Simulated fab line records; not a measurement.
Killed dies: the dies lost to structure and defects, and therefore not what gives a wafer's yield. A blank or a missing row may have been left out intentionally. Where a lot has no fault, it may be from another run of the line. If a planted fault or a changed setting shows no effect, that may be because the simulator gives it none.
The tool behind it: which one? | flow n5_finfet | 14 lots, 42 wafers sampled, at 1 step of a route of 1938

## WHAT THE GAUGES SHOWED, per wafer
N5_START_INSPECT_01: inspects for defects (unpatterned scan).
lot  | measured    | on                | raw_defect_count
L913 | day 1 12:02 | defect_inspect-02 | 4 5 7
L914 | day 1 18:02 | defect_inspect-01 | 7 4 4
L917 | day 2 12:02 | defect_inspect-02 | 4 3 5
L918 | day 2 18:02 | defect_inspect-02 | 5 5 10
L919 | day 3 00:02 | defect_inspect-01 | 8 9 9
L921 | day 3 12:02 | defect_inspect-01 | 4 4 6
L922 | day 3 18:02 | defect_inspect-02 | 6 2 9
L923 | day 4 00:02 | defect_inspect-01 | 5 7 5
L925 | day 4 12:02 | defect_inspect-02 | 10 1 6
L926 | day 4 18:02 | defect_inspect-02 | 4 11 8
L927 | day 5 00:02 | defect_inspect-02 | 4 4 1
L928 | day 5 06:02 | defect_inspect-01 | 6 6 6
L930 | day 5 18:02 | defect_inspect-02 | 3 4 6
L935 | day 7 00:02 | defect_inspect-01 | 6 6 6

## EACH LOT AND THE TOOL THAT RAN IT (in order: tool; ch and the chambers of the sampled wafers; start)
Record: no process step prior to these readings.

## AS READ BY THE TOOLS THEMSELVES (means over the sampled wafers that have a number; for cases with no such wafer, the mark the record gives instead)
The record holds no such reading with a usual standard deviation.

## THE ANSWER, worked out from the rows above alone
Rule: the usual values come from the lots themselves. The widest of any qualifying gaps counts: lots, ordered by their means at a reading, are off when they make up no more than a third of the lots, leave a main group of 4 or more, and stand apart from it by 3 or more times the standard deviation of that group's means. Not used: any main group whose means are identical at the precision the tables above print for the reading. A lot without any number at a reading at which 4 lots or more have one is off too. Any other lot the step has rows for is counted as sound. Order of review: gauges by route order, followed by the tools' own readings, for which a lot's mean as printed above is used. At the first step where some lot is off, the reading lying furthest off is the one used; lots without a number count as furthest.
No lot is off on any of the readings shown, so nothing can be concluded from this.

## WHAT THE SIMULATOR HAD PUT IN
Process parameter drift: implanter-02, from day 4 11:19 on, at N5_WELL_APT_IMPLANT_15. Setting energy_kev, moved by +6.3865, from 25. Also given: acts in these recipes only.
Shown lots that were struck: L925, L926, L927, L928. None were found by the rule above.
